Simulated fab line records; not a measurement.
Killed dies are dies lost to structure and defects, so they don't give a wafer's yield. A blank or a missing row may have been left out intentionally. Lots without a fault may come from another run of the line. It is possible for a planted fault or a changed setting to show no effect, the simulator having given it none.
Matching of chambers | flow n5 finfet | N5_BEOL_M12_TRENCH_ETCH_34 on rie diel-06 has 4 sister chambers
The step etches SiOC in C4F8/O2/Ar, target depth 318.95 nm, time 125.5 s. 4 wafers are shown with their chamber, then 7 later ones without.

== WAFERS PAIRED WITH THEIR CHAMBERS ==
wafer  | chamber | showerhead plenum p Torr (Torr)
L082.1 | 3       | 3.59
L082.5 | 1       | 3.61
L082.6 | 2       | 3.24
L088.4 | 0       | 3.34

== WAFERS WITH NO CHAMBER GIVEN ==
wafer  | showerhead plenum p Torr (Torr)
L088.6 | 3.60
L087.1 | 3.60
L087.2 | 3.24
L087.6 | 3.34
L095.2 | 3.33
L095.3 | 3.63
L095.4 | 3.57

== WHICH CHAMBER EACH WENT THROUGH ==
wafer  | from the rows above     | in truth
L088.6 | can't be placed: 1 or 3 | 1
L087.1 | can't be placed: 1 or 3 | 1
L087.2 | 2                       | 2
L087.6 | 0                       | 0
L095.2 | 0                       | 0
L095.3 | can't be placed: 1 or 3 | 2
L095.4 | can't be placed: 3 or 1 | 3
Placed correctly: 3 of 7. Unplaceable from these rows: 4, with the true chamber sitting among the candidates in 3. Placed wrongly: 0.
How it was worked out, from the rows above alone: a wafer's distance from a chamber is the root of the sum, over the readings, of the square of ((its reading less the chamber's mean) divided by the reading's scatter). The wafer belongs to the nearest chamber; if the next one is less than 2 further off, it can't be placed. Each chamber's mean is taken over the wafers shown for it. The scatter: root of mean squared gap, hidden wafer to nearest shown wafer, with one shown wafer a chamber.
